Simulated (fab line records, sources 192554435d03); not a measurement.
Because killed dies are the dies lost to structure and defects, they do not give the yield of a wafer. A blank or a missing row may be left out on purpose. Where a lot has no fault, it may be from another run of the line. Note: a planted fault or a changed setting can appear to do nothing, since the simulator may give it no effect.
Which tool did it?	flow n5 finfet	8 lots with 23 wafers sampled at 6 steps, on a route of 1938 steps

WHAT THE GAUGES SHOWED, per wafer
N5_STI_FIN_REVEAL_CD_MEAS_22: target cd 6.238 nm, pitch 28 nm.
lot	measured	on	cd nm (nm)
L626	day 2 13:22	cd sem-02	6.1 6.4 6.3
L631	day 3 19:44	cd sem-03	6.3 6.0 6.2
L639	day 5 18:51	cd sem-01	7.4 7.5 7.8
L640	day 6 01:46	cd sem-03	7.4 7.1 7.4
L644	day 7 02:58	cd sem-01	5.5 5.6 7.1
L647	day 7 18:28	cd sem-02	6.0 6.7 6.3
L648	day 8 03:43	cd sem-01	5.9 6.3 6.3
L649	day 8 10:21	cd sem-03	6.3 6.3

N5_BEOL_M4_RC_MEAS_101.
lot	measured	on	DIBL_N (mV/V)	DIBL_P (mV/V)	IOFF_N (nA/um)	IOFF_N_85C (nA/um)	IOFF_N_LIN (nA/um)	IOFF_N_LONG (nA/um)	IOFF_P (nA/um)	IOFF_P_85C (nA/um)	IOFF_P_LIN (nA/um)	ION_N (uA/um)	ION_P (uA/um)	REXT_N (ohm.um)	REXT_P (ohm.um)	SS_N (mV/dec)	SS_P (mV/dec)	VT_N (mV)	VT_N_LONG (mV)	VT_N_LVT (mV)	VT_P (mV)
L626	day 8 09:23	prober-01	34.7 33.8 37.8	35.3 35.0 38.8	0.13 0.13 0.20	2.7 2.7 3.7	0.065 0.068 0.090	5.48e-05 5.48e-05 5.53e-05	0.19 0.19 0.25	3.4 3.3 4.2	0.093 0.093 0.112	665 687 689	459 467 467	76.8 78.3 77.2	100.7 101.7 102.9	71.2 71.0 71.7	73.2 73.7 74.1	251 249 246	275.9 274.1 275.3	101 99 95	-253 -251 -249
L631	day 9 11:35	prober-01	36.2 39.3 36.2	37.8 41.7 38.4	0.16 0.21 0.15	3.2 4.1 3.1	0.074 0.091 0.072	4.94e-05 5e-05 4.93e-05	0.20 0.29 0.20	3.5 4.8 3.5	0.094 0.124 0.095	681 692 676	464 469 463	77.7 77.4 77.1	100.0 98.6 101.1	72.4 73.0 71.3	72.9 74.6 72.4	250 247 249	275.9 276.2 277.2	98 95 98	-251 -248 -251
L639	day 11 07:29	prober-02	42.6 42.5 43.6	45.6 44.4 46.1	0.38 0.41 0.42	6.4 6.9 7.0	0.177 0.194 0.195	7.05e-05 7.12e-05 7.05e-05	0.42 0.42 0.48	6.5 6.3 7.1	0.199 0.200 0.219	726 737 735	488 486 489	70.5 69.1 70.7	92.1 93.7 92.2	73.4 72.8 72.7	75.6 75.6 75.7	236 233 233	267.4 266.3 265.4	83 81 81	-241 -242 -238
L640	day 11 14:02	prober-02	46.0 41.3 42.1	50.2 41.9 44.6	0.64 0.35 0.39	9.8 6.0 6.5	0.269 0.159 0.175	7.61e-05 7.76e-05 7.6e-05	0.61 0.32 0.41	8.8 5.1 6.4	0.260 0.165 0.197	758 724 721	505 480 487	69.9 71.0 70.4	93.0 95.1 93.5	74.3 72.9 72.7	77.2 75.1 75.1	228 235 235	263.2 264.3 264.0	74 83 82	-234 -246 -242
L644	day 12 20:48	prober-02	34.6 30.4 39.2	34.2 29.0 40.9	0.13 0.08 0.25	2.6 1.7 4.5	0.063 0.042 0.110	5.64e-05 5.64e-05 5.68e-05	0.19 0.12 0.31	3.4 2.3 5.0	0.094 0.068 0.135	664 636 695	457 441 474	77.4 76.5 76.4	101.2 103.1 99.8	70.7 69.9 71.6	73.0 71.5 74.1	252 259 242	272.8 275.1 275.9	101 107 91	-251 -257 -244
L647	day 13 03:29	prober-01	37.4 39.8 38.5	36.0 41.2 37.6	0.18 0.25 0.21	3.5 4.5 3.9	0.082 0.107 0.085	5.66e-05 5.57e-05 5.66e-05	0.20 0.31 0.23	3.5 5.2 4.0	0.093 0.131 0.103	687 707 683	459 480 460	74.6 74.8 75.1	101.2 96.5 99.0	71.9 73.3 72.8	73.4 74.3 73.8	249 244 247	274.2 274.6 272.8	94 89 94	-252 -249 -250
L648	day 13 10:34	prober-01	33.4 37.3 35.5	34.3 39.2 37.2	0.12 0.20 0.15	2.4 3.7 2.9	0.061 0.092 0.072	5.44e-05 5.5e-05 5.32e-05	0.17 0.25 0.22	3.0 4.2 3.7	0.082 0.112 0.102	671 687 670	460 468 466	78.1 76.7 77.7	102.9 100.4 100.7	70.6 71.6 71.4	73.1 73.7 73.1	256 246 251	274.4 274.4 274.7	102 96 100	-255 -250 -250
L649	day 13 11:31	prober-02	36.7 37.7	37.9 40.2	0.20 0.22	3.8 4.1	0.092 0.103	5.8e-05 5.85e-05	0.26 0.31	4.5 5.1	0.123 0.139	686 701	474 487	74.1 75.1	102.3 102.3	72.2 72.3	73.6 74.8	243 242	272.2 272.0	94 93	-244 -241

WHICH TOOL RAN EACH LOT (tool, then ch and the chambers of the sampled wafers, then the start)
lot	N5_FIN_CUT_CUT_ETCH_15	N5_FIN_CUT_STRIP_22	N5_STI_FIN_REVEAL_OXIDATION_31	N5_DUMMY_GATE_CMP_04
L626	rie si-04 ch 1,2,3, day 2 04:21	rie diel-01 ch 1,2, day 2 04:28	plasma asher-02 ch 0,1, day 2 12:51	cmp-04 ch 0,1, day 2 17:26
L631	rie si-02 ch 0,1,2, day 3 09:09	rie diel-03 ch 0,2, day 3 09:16	plasma asher-02 ch 1, day 3 19:13	cmp-03 ch 0,1,3, day 4 01:39
L639	rie si-02 ch 0,1, day 5 09:17	rie diel-02 ch 1,2,3, day 5 09:29	plasma asher-02 ch 0,1, day 5 18:20	cmp-03 ch 2,3, day 5 23:34
L640	rie si-04 ch 1,2,3, day 5 15:52	rie diel-02 ch 0,2,3, day 5 15:59	plasma asher-01 ch 0,1, day 6 01:14	cmp-03 ch 0,2, day 6 05:51
L644	rie si-01 ch 0,1, day 6 16:20	rie diel-03 ch 0,3, day 6 16:28	plasma asher-02 ch 0,1, day 7 02:26	cmp-03 ch 0,1,2, day 7 07:14
L647	rie si-02 ch 0,1,3, day 7 09:32	rie diel-02 ch 1,2,3, day 7 09:40	plasma asher-01 ch 0,1, day 7 17:56	cmp-03 ch 0,1,2, day 7 23:17
L648	rie si-01 ch 0,2,3, day 7 18:11	rie diel-02 ch 0,1,3, day 7 18:23	plasma asher-02 ch 0,1, day 8 03:10	cmp-04 ch 0,1,3, day 8 09:55
L649	rie si-02 ch 0,1, day 7 22:47	rie diel-02 ch 0,1, day 7 22:55	plasma asher-02 ch 0,1, day 8 09:52	cmp-01 ch 0,1, day 8 16:22
- N5_FIN_CUT_CUT_ETCH_15: etches Si in HBr/Cl2/O2, target depth 100 nm, bt time 10 s, time 42.4 s.
- N5_FIN_CUT_STRIP_22: strips in N2/H2.
- N5_STI_FIN_REVEAL_OXIDATION_31: chemistry O2 PLASMA REMOTE, time 20 s.
- N5_DUMMY_GATE_CMP_04: polishes a-Si.

AS READ BY THE TOOLS THEMSELVES (means over the sampled wafers that have a number; for cases with no such wafer, the mark the record gives instead)
N5_FIN_CUT_CUT_ETCH_15.
lot	tool	drypump motor current A (A)	mfc cl2 sccm (sccm)	oes_o_777_au (a.u.)	oes product au (a.u.)	throttle valve pct (%)
L626	rie si-04	5.3	79.70	1.03	1.001	37.2
L631	rie si-02	5.6	80.00	0.97	0.993	37.1
L639	rie si-02	5.8	80.17	0.94	0.992	37.4
L640	rie si-04	5.3	80.26	1.02	0.995	37.2
L644	rie si-01	5.8	79.87	1.01	1.010	36.5
L647	rie si-02	5.7	79.90	0.94	0.994	37.1
L648	rie si-01	5.8	79.83	1.07	1.009	36.8
L649	rie si-02	5.8	79.62	0.94	0.996	37.1

N5_FIN_CUT_STRIP_22.
lot	tool	drypump motor current A (A)	oes product au (a.u.)	rf vpp V (V)	showerhead plenum p Torr (Torr)	throttle valve pct (%)
L626	rie diel-01	5.6	0.77	54.5	3.37	19.6
L631	rie diel-03	6.3	0.78	54.7	3.39	18.4
L639	rie diel-02	5.8	0.74	54.6	3.35	19.7
L640	rie diel-02	5.9	0.73	53.3	3.44	19.6
L644	rie diel-03	6.4	0.87	54.9	3.53	18.6
L647	rie diel-02	5.8	0.73	57.1	3.34	19.7
L648	rie diel-02	5.8	0.69	52.1	3.33	19.6
L649	rie diel-02	5.8	0.71	55.0	3.33	19.5

N5_STI_FIN_REVEAL_OXIDATION_31.
lot	tool	chamber pressure mTorr (mTorr)	drypump motor current A (A)	heater power w (W)
L626	plasma asher-02	999.2	5.70	157
L631	plasma asher-02	999.8	5.74	158
L639	plasma asher-02	-	-	-
L640	plasma asher-01	-	-	-
L644	plasma asher-02	999.7	5.72	157
L647	plasma asher-01	999.5	5.63	139
L648	plasma asher-02	1000.0	5.73	156
L649	plasma asher-02	998.8	5.74	158

N5_DUMMY_GATE_CMP_04.
lot	tool	motor current A (A)	time to endpoint s (s)
L626	cmp-04	10.9	15.2
L631	cmp-03	9.7	14.6
L639	cmp-03	9.1	17.9
L640	cmp-03	9.7	14.3
L644	cmp-03	9.6	14.8
L647	cmp-03	9.3	15.7
L648	cmp-04	10.4	10.8
L649	cmp-01	10.6	15.1

THE ANSWER, worked out from the rows above alone
Rule: the lots themselves supply what counts as usual. The widest of any qualifying gaps counts: lots, ordered by their means at a reading, are off when they make up no more than a third of the lots, leave a main group of 4 or more, and stand apart from it by 3 or more times the standard deviation of that group's means. The tables above print the reading to a certain number of digits; a main group whose means all agree to those digits is not used. A lot without any number at a reading at which 4 lots or more have one is off too. Where the step has rows for the other lots, those lots are counted as sound. First the gauges in route order, then the tools' own readings, where a lot's mean is used as printed above. The first step at which some lot is off is used, and at that step the reading that is off furthest; a lot without a number counts as furthest.
Off, at N5_STI_FIN_REVEAL_CD_MEAS_22 on cd nm: L639, L640. For the main group the mean is 6.2 nm and the standard deviation 0.092.
A tool fits if, at a process step before that reading, it ran every lot that is off, and no sound lot after the first of them. The gauges at N5_STI_FIN_REVEAL_CD_MEAS_22 aren't tried: what is off there is off at N5_BEOL_M4_RC_MEAS_101 too, on other tools, and a gauge's error can't cause that. Not one of the candidates tried fits.

WHAT WAS PUT IN BY THE SIMULATOR
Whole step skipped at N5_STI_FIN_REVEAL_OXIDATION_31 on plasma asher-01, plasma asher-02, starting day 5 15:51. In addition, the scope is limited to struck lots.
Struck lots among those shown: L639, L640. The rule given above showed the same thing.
